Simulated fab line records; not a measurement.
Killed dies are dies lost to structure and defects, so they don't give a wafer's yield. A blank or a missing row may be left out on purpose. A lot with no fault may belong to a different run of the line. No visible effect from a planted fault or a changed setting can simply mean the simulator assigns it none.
Chamber matching / flow n5_finfet / N5_BEOL_M11_DEP_56 on pecvd-02: 3 sister chambers
The step deposits SiCN from 3MS/NH3, target thk 30 nm, time 10.5 s. 6 wafers are shown with their chamber, then 12 later ones without.

WAFERS PAIRED WITH THEIR CHAMBERS
wafer=L086.6; chamber=0; throttle_valve_pct (%)=18.9; showerhead_plenum_p_Torr (Torr)=4.108
wafer=L089.1; chamber=0; throttle_valve_pct (%)=19.0; showerhead_plenum_p_Torr (Torr)=4.118
wafer=L091.2; chamber=1; throttle_valve_pct (%)=18.2; showerhead_plenum_p_Torr (Torr)=4.174
wafer=L092.1; chamber=2; throttle_valve_pct (%)=16.6; showerhead_plenum_p_Torr (Torr)=4.163
wafer=L092.4; chamber=1; throttle_valve_pct (%)=18.6; showerhead_plenum_p_Torr (Torr)=4.187
wafer=L092.5; chamber=2; throttle_valve_pct (%)=17.0; showerhead_plenum_p_Torr (Torr)=4.171

WAFERS WHOSE CHAMBER IS MISSING
wafer=L093.1; throttle_valve_pct (%)=19.0; showerhead_plenum_p_Torr (Torr)=4.108
wafer=L093.2; throttle_valve_pct (%)=18.7; showerhead_plenum_p_Torr (Torr)=4.172
wafer=L093.5; throttle_valve_pct (%)=19.3; showerhead_plenum_p_Torr (Torr)=4.114
wafer=L094.2; throttle_valve_pct (%)=18.4; showerhead_plenum_p_Torr (Torr)=4.177
wafer=L094.3; throttle_valve_pct (%)=19.2; showerhead_plenum_p_Torr (Torr)=4.110
wafer=L094.5; throttle_valve_pct (%)=19.0; showerhead_plenum_p_Torr (Torr)=4.117
wafer=L096.1; throttle_valve_pct (%)=18.4; showerhead_plenum_p_Torr (Torr)=4.181
wafer=L096.2; throttle_valve_pct (%)=19.1; showerhead_plenum_p_Torr (Torr)=4.128
wafer=L096.6; throttle_valve_pct (%)=19.2; showerhead_plenum_p_Torr (Torr)=4.119
wafer=L097.1; throttle_valve_pct (%)=18.6; showerhead_plenum_p_Torr (Torr)=4.180
wafer=L097.2; throttle_valve_pct (%)=19.0; showerhead_plenum_p_Torr (Torr)=4.114
wafer=L097.4; throttle_valve_pct (%)=18.9; showerhead_plenum_p_Torr (Torr)=4.192

CHAMBER TAKEN BY EACH
wafer=L093.1; from the rows above=0; in truth=0
wafer=L093.2; from the rows above=1; in truth=1
wafer=L093.5; from the rows above=0; in truth=0
wafer=L094.2; from the rows above=1; in truth=1
wafer=L094.3; from the rows above=0; in truth=0
wafer=L094.5; from the rows above=0; in truth=0
wafer=L096.1; from the rows above=1; in truth=1
wafer=L096.2; from the rows above=0; in truth=0
wafer=L096.6; from the rows above=0; in truth=0
wafer=L097.1; from the rows above=1; in truth=1
wafer=L097.2; from the rows above=0; in truth=0
wafer=L097.4; from the rows above=1; in truth=1
Correct placement for 12 of the 12. Not placeable from these rows: 0. Placed wrongly: 0.
How it was worked out, from the rows above alone: a wafer's distance from a chamber is the root of the sum, over the readings, of the square of ((its reading less the chamber's mean) divided by the reading's scatter). The wafer belongs to the nearest chamber; if the next one is less than 2 further off, it can't be placed. Each chamber's mean is taken over the wafers shown for it. The scatter: take each reading less its chamber's mean, square it, sum over the shown wafers, divide by the number of wafers less the number of chambers, and take the root.
